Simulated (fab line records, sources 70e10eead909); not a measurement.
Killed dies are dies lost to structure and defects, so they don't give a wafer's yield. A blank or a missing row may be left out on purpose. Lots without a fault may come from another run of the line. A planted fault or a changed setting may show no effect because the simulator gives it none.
Chamber matching | flow nand_harc | NHARC_A_STAIRCASE_TRIM_220 on rie_diel-03: 4 sister chambers
The step chemistry O2, time 211.2 s. 18 wafers are shown with their chamber, then 9 later ones without.

WAFERS WITH THEIR CHAMBER
wafer  | chamber | drypump_motor_current_A (A) | showerhead_plenum_p_Torr (Torr) | oes_product_au (a.u.)
L077.3 | 2       | 5.9                         | 3.60                            | 0.997
L077.5 | 1       | 5.1                         | 3.37                            | 0.998
L077.6 | 2       | 5.9                         | 3.60                            | 0.991
L079.1 | 1       | 5.1                         | 3.37                            | 0.996
L079.5 | 3       | 5.9                         | 3.34                            | 0.991
L079.6 | 2       | 5.9                         | 3.60                            | 0.983
L080.2 | 0       | 5.9                         | 3.40                            | 1.009
L080.3 | 3       | 5.9                         | 3.33                            | 0.986
L080.6 | 0       | 5.9                         | 3.40                            | 1.016
L083.2 | 0       | 5.9                         | 3.39                            | 1.004
L083.5 | 1       | 5.1                         | 3.36                            | 1.000
L083.6 | 2       | 5.8                         | 3.59                            | 1.003
L084.1 | 1       | 5.1                         | 3.36                            | 1.000
L084.4 | 2       | 5.9                         | 3.58                            | 0.995
L084.6 | 0       | 5.9                         | 3.39                            | 0.978
L087.2 | 1       | 5.1                         | 3.36                            | 1.005
L087.3 | 0       | 5.9                         | 3.39                            | 0.990
L087.6 | 1       | 5.1                         | 3.36                            | 0.999

SIGNATURES (means of the wafers above)
reading                  | chamber 0 | chamber 1 | chamber 2 | chamber 3 | scatter within a chamber
drypump_motor_current_A  | 5.900     | 5.100     | 5.880     | 5.900     | 0.0239
showerhead_plenum_p_Torr | 3.3940    | 3.3633    | 3.5940    | 3.3350    | 0.00667
oes_product_au           | 0.99940   | 0.99967   | 0.99380   | 0.98850   | 0.00931
Rule: a wafer's distance from a chamber is the root of the sum, over the readings, of the square of ((its reading less the chamber's mean) divided by the reading's scatter). The wafer belongs to the nearest chamber; if the next one is less than 2 further off, it can't be placed. The scatter: the root of (the sum of the squares of (reading less its chamber's mean) over the shown wafers, divided by (wafers less chambers)).

WAFERS WITHOUT THEIR CHAMBER
wafer  | drypump_motor_current_A (A) | showerhead_plenum_p_Torr (Torr) | oes_product_au (a.u.)
L089.3 | 5.9                         | 3.58                            | 0.998
L089.4 | 5.1                         | 3.35                            | 1.001
L089.6 | 5.9                         | 3.32                            | 1.006
L093.4 | 5.9                         | 3.37                            | 0.988
L093.5 | 5.1                         | 3.35                            | 1.003
L093.6 | 5.9                         | 3.38                            | 0.987
L094.2 | 5.9                         | 3.57                            | 0.991
L094.3 | 5.9                         | 3.37                            | 0.990
L094.4 | 5.1                         | 3.34                            | 1.006

WHICH CHAMBER EACH WENT THROUGH
wafer  | from the rows above     | in truth
L089.3 | 2                       | 2
L089.4 | 1                       | 1
L089.6 | 3                       | 3
L093.4 | can't be placed: 0 or 3 | 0
L093.5 | 1                       | 1
L093.6 | 0                       | 0
L094.2 | 2                       | 2
L094.3 | can't be placed: 0 or 3 | 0
L094.4 | 1                       | 1
Placed correctly: 7 of 9. Can't be placed from these rows: 2 (the true chamber is among the candidates in 2). Placed wrongly: 0.
